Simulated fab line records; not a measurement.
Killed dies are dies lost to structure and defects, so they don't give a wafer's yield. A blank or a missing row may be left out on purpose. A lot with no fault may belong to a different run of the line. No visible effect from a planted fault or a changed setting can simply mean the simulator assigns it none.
Matching of chambers -- flow n5 finfet -- rie diel-04 running N5_HKMG_FIN_ETCH_86: 4 sister chambers
The step etches SOC in N2/H2, stops on TiN, target depth 393.2 nm. 16 wafers are shown with their chamber, then 8 later ones without.

## WAFERS, EACH WITH ITS CHAMBER
wafer,chamber,drypump motor current A (A),showerhead plenum p Torr (Torr),oes product au (a.u.)
L075.2,2,5.2,2.52,0.72
L075.4,1,5.5,2.50,0.97
L075.5,2,5.2,2.52,0.72
L081.1,1,5.6,2.49,0.94
L081.2,2,5.2,2.52,0.71
L081.4,3,5.1,2.62,0.71
L082.1,0,6.1,2.41,0.68
L082.3,1,5.7,2.49,0.92
L082.6,0,6.1,2.41,0.68
L087.2,3,5.1,2.61,0.70
L087.4,0,6.1,2.41,0.68
L087.6,3,5.1,2.61,0.70
L092.1,2,5.2,2.50,0.70
L092.2,1,5.6,2.48,0.89
L092.5,2,5.2,2.50,0.70
L093.1,2,5.1,2.50,0.69

SIGNATURES (averages over the wafers above)
reading,chamber 0,chamber 1,chamber 2,chamber 3,scatter within a chamber
drypump motor current A,6.100,5.600,5.183,5.100,0.0486
showerhead plenum p Torr,2.4100,2.4900,2.5100,2.6133,0.0085
oes product au,0.6800,0.9300,0.7067,0.7033,0.0187
Rule: for a wafer and a chamber, the distance is found by dividing, reading by reading, the gap between the wafer's reading and the chamber's mean by the reading's scatter, squaring, summing and taking the root. The wafer belongs to the nearest chamber; if the next one is less than 2 further off, it can't be placed. The scatter is the square root of a quotient: the sum, over the shown wafers, of each reading's squared deviation from its chamber's mean, divided by wafers minus chambers.

## WAFERS WHOSE CHAMBER IS MISSING
wafer,drypump motor current A (A),showerhead plenum p Torr (Torr),oes product au (a.u.)
L093.4,5.1,2.61,0.70
L093.5,5.1,2.61,0.69
L094.1,5.6,2.48,0.88
L094.5,5.1,2.60,0.68
L094.6,6.1,2.72,0.94
L095.4,6.1,2.72,0.93
L095.5,5.1,2.60,0.69
L095.6,6.1,2.72,0.94

## EACH ONE'S CHAMBER
wafer,from the rows above,in truth
L093.4,3,3
L093.5,3,3
L094.1,1,1
L094.5,3,3
L094.6,can't be placed: 3 or 1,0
L095.4,can't be placed: 3 or 1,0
L095.5,3,3
L095.6,can't be placed: 3 or 1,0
5 of 8 placed correctly. From these rows, 3 cannot be placed; in 0 the true chamber is one of the candidates. Number placed wrongly: 0.
